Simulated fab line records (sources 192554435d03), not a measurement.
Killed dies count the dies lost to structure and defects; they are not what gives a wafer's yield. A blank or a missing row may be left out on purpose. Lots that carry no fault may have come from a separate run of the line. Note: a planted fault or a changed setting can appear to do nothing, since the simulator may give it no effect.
Split-lot study || flow n5Finfet || route with 1938 steps; 7 lots, 21 wafers read

THE SPLIT ITSELF
At N5_BEOL_M0_SAQP_COAT_08 (resist thk 90 nm), the setting spinRpm was moved away from the recipe's 1500 rpm on 3 of the 21 wafers read, by -11.2% to +8.6%. This setting was run at the recipe's value on the other wafers.

FROM THE SPLIT TO THE READING: what the file shows between them, 3 steps
- N5_BEOL_M0_SAQP_EBR_10
- N5_BEOL_M0_SAQP_SOFTBAKE_09: time 60 s
- N5_BEOL_M0_SAQP_DESCUM_19: chemistry O2, time 7.9 s

THE READING
CAR-ArF_of_BEOL_M0_SAQP_COAT_08.thkNm (the simulator's own value, which no gauge read), in nm, at N5_BEOL_M0_SAQP_ETCH_83 (etches SiARC in CF4, target depth 39 nm, time 65 s). There is no usual value for it anywhere in the file. The 18 wafers here that ran the recipe average 55.4 nm, standard deviation 0.15 nm.

{"wafer": "L074.1", "tool, chamber at the split": "lithoTrack-05, 0", "spinRpm as run, rpm": 1500, "against the recipe": "recipe", "CAR-ArF_of_BEOL_M0_SAQP_COAT_08.thkNm, nm": 55.4, "against lot-mates on the recipe": "-"}
{"wafer": "L074.5", "tool, chamber at the split": "lithoTrack-05, 0", "spinRpm as run, rpm": 1500, "against the recipe": "recipe", "CAR-ArF_of_BEOL_M0_SAQP_COAT_08.thkNm, nm": 55.4, "against lot-mates on the recipe": "-"}
{"wafer": "L074.4", "tool, chamber at the split": "lithoTrack-05, 0", "spinRpm as run, rpm": 1332, "against the recipe": "-11.2%", "CAR-ArF_of_BEOL_M0_SAQP_COAT_08.thkNm, nm": 61, "against lot-mates on the recipe": "+5.6"}
{"wafer": "L080.2", "tool, chamber at the split": "lithoTrack-05, 0", "spinRpm as run, rpm": 1500, "against the recipe": "recipe", "CAR-ArF_of_BEOL_M0_SAQP_COAT_08.thkNm, nm": 55.2, "against lot-mates on the recipe": "-"}
{"wafer": "L080.4", "tool, chamber at the split": "lithoTrack-05, 0", "spinRpm as run, rpm": 1500, "against the recipe": "recipe", "CAR-ArF_of_BEOL_M0_SAQP_COAT_08.thkNm, nm": 55.4, "against lot-mates on the recipe": "-"}
{"wafer": "L080.5", "tool, chamber at the split": "lithoTrack-05, 0", "spinRpm as run, rpm": 1500, "against the recipe": "recipe", "CAR-ArF_of_BEOL_M0_SAQP_COAT_08.thkNm, nm": 55.4, "against lot-mates on the recipe": "-"}
{"wafer": "L081.2", "tool, chamber at the split": "lithoTrack-05, 0", "spinRpm as run, rpm": 1500, "against the recipe": "recipe", "CAR-ArF_of_BEOL_M0_SAQP_COAT_08.thkNm, nm": 55.6, "against lot-mates on the recipe": "-"}
{"wafer": "L081.5", "tool, chamber at the split": "lithoTrack-05, 0", "spinRpm as run, rpm": 1500, "against the recipe": "recipe", "CAR-ArF_of_BEOL_M0_SAQP_COAT_08.thkNm, nm": 55.2, "against lot-mates on the recipe": "-"}
{"wafer": "L081.6", "tool, chamber at the split": "lithoTrack-05, 0", "spinRpm as run, rpm": 1500, "against the recipe": "recipe", "CAR-ArF_of_BEOL_M0_SAQP_COAT_08.thkNm, nm": 55.2, "against lot-mates on the recipe": "-"}
{"wafer": "L085.3", "tool, chamber at the split": "lithoTrack-01, 0", "spinRpm as run, rpm": 1500, "against the recipe": "recipe", "CAR-ArF_of_BEOL_M0_SAQP_COAT_08.thkNm, nm": 55.6, "against lot-mates on the recipe": "-"}
{"wafer": "L085.4", "tool, chamber at the split": "lithoTrack-01, 0", "spinRpm as run, rpm": 1500, "against the recipe": "recipe", "CAR-ArF_of_BEOL_M0_SAQP_COAT_08.thkNm, nm": 55.6, "against lot-mates on the recipe": "-"}
{"wafer": "L085.6", "tool, chamber at the split": "lithoTrack-01, 0", "spinRpm as run, rpm": 1500, "against the recipe": "recipe", "CAR-ArF_of_BEOL_M0_SAQP_COAT_08.thkNm, nm": 55.4, "against lot-mates on the recipe": "-"}
{"wafer": "L087.1", "tool, chamber at the split": "lithoTrack-04, 0", "spinRpm as run, rpm": 1500, "against the recipe": "recipe", "CAR-ArF_of_BEOL_M0_SAQP_COAT_08.thkNm, nm": 55.6, "against lot-mates on the recipe": "-"}
{"wafer": "L087.2", "tool, chamber at the split": "lithoTrack-04, 0", "spinRpm as run, rpm": 1500, "against the recipe": "recipe", "CAR-ArF_of_BEOL_M0_SAQP_COAT_08.thkNm, nm": 55.4, "against lot-mates on the recipe": "-"}
{"wafer": "L087.4", "tool, chamber at the split": "lithoTrack-04, 0", "spinRpm as run, rpm": 1500, "against the recipe": "recipe", "CAR-ArF_of_BEOL_M0_SAQP_COAT_08.thkNm, nm": 55.2, "against lot-mates on the recipe": "-"}
{"wafer": "L091.1", "tool, chamber at the split": "lithoTrack-01, 0", "spinRpm as run, rpm": 1500, "against the recipe": "recipe", "CAR-ArF_of_BEOL_M0_SAQP_COAT_08.thkNm, nm": 55.4, "against lot-mates on the recipe": "-"}
{"wafer": "L091.2", "tool, chamber at the split": "lithoTrack-01, 0", "spinRpm as run, rpm": 1629, "against the recipe": "+8.6%", "CAR-ArF_of_BEOL_M0_SAQP_COAT_08.thkNm, nm": 51.8, "against lot-mates on the recipe": -3.6}
{"wafer": "L091.6", "tool, chamber at the split": "lithoTrack-01, 0", "spinRpm as run, rpm": 1629, "against the recipe": "+8.6%", "CAR-ArF_of_BEOL_M0_SAQP_COAT_08.thkNm, nm": 51.8, "against lot-mates on the recipe": -3.6}
{"wafer": "L095.2", "tool, chamber at the split": "lithoTrack-01, 0", "spinRpm as run, rpm": 1500, "against the recipe": "recipe", "CAR-ArF_of_BEOL_M0_SAQP_COAT_08.thkNm, nm": 55.2, "against lot-mates on the recipe": "-"}
{"wafer": "L095.3", "tool, chamber at the split": "lithoTrack-01, 0", "spinRpm as run, rpm": 1500, "against the recipe": "recipe", "CAR-ArF_of_BEOL_M0_SAQP_COAT_08.thkNm, nm": 55.2, "against lot-mates on the recipe": "-"}
{"wafer": "L095.6", "tool, chamber at the split": "lithoTrack-01, 0", "spinRpm as run, rpm": 1500, "against the recipe": "recipe", "CAR-ArF_of_BEOL_M0_SAQP_COAT_08.thkNm, nm": 55.2, "against lot-mates on the recipe": "-"}

FIT RESULTS
A straight line over all 21 wafers: CAR-ArF_of_BEOL_M0_SAQP_COAT_08.thkNm changes by -0.457 nm for each +1% of spinRpm; r = -0.99; the points scatter about the line by 0.21 nm.
The same after taking each lot's own level away (the mean of its wafers on the recipe; 21 wafers): -0.457 nm for each +1%; r = -0.99; scatter 0.18 nm.
Per that fit: largest spinRpm move, reading shift of 5.1 nm.
Across the lots, their own levels run from 55.20 to 55.53 nm, a range of 2.2 times the standard deviation given above.
The two slopes agree, so the slope changes little with the lot-to-lot level.
Check: for one of the wafers moved furthest among these (-11.2%), held out of the fit, the line's prediction against its lot-mates is +4.69 nm. Against them it came out at +5.6 nm.

OTHER SPLITS ON THESE WAFERS
Before the reading, these wafers also passed through other splits. Each is held against what the fit with the lots' levels taken away leaves over:
{"other split on the same wafers": "N5_MOL_CONTACT_COAG_EXPOSE_05 doseMj", "wafers away from the commonest value": 6, "r with CAR-ArF_of_BEOL_M0_SAQP_COAT_08.thkNm (lot level and that fit taken away)": -0.33}
{"other split on the same wafers": "N5_MOL_CONTACT_COAG_CONTACT_ETCH_14 sourceW", "wafers away from the commonest value": 6, "r with CAR-ArF_of_BEOL_M0_SAQP_COAT_08.thkNm (lot level and that fit taken away)": -0.06}
{"other split on the same wafers": "N5_MOL_CONTACT_COAG_VIA_ETCH_117 biasW", "wafers away from the commonest value": 9, "r with CAR-ArF_of_BEOL_M0_SAQP_COAT_08.thkNm (lot level and that fit taken away)": -0.02}

THE WHOLE CHAIN: every reading that the file lists as answering this split, in the file's order
{"step": "N5_BEOL_M0_SAQP_COAT_08", "what it does": "resist thk 90 nm", "reading": "CAR-ArF_of_BEOL_M0_SAQP_COAT_08.thkNm (the simulator's own value, which no gauge read)", "change (the file's fit)": "-0.449 nm for each +1% of the setting", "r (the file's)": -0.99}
{"step": "N5_BEOL_M0_SAQP_DESCUM_19", "what it does": "chemistry O2, time 7.9 s", "reading": "CAR-ArF_of_BEOL_M0_SAQP_COAT_08.thkNm (the simulator's own value, which no gauge read)", "change (the file's fit)": "-0.459 nm for each +1% of the setting", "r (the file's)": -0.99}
{"step": "N5_BEOL_M0_SAQP_ETCH_83", "what it does": "etches SiARC in CF4, target depth 39 nm, time 65 s", "reading": "CAR-ArF_of_BEOL_M0_SAQP_COAT_08.thkNm (the simulator's own value, which no gauge read)", "change (the file's fit)": "-0.47 nm for each +1% of the setting", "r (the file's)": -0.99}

FILE'S OWN FIT
CAR-ArF_of_BEOL_M0_SAQP_COAT_08.thkNm changes by -0.47 nm for each +1% of spinRpm, r = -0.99.
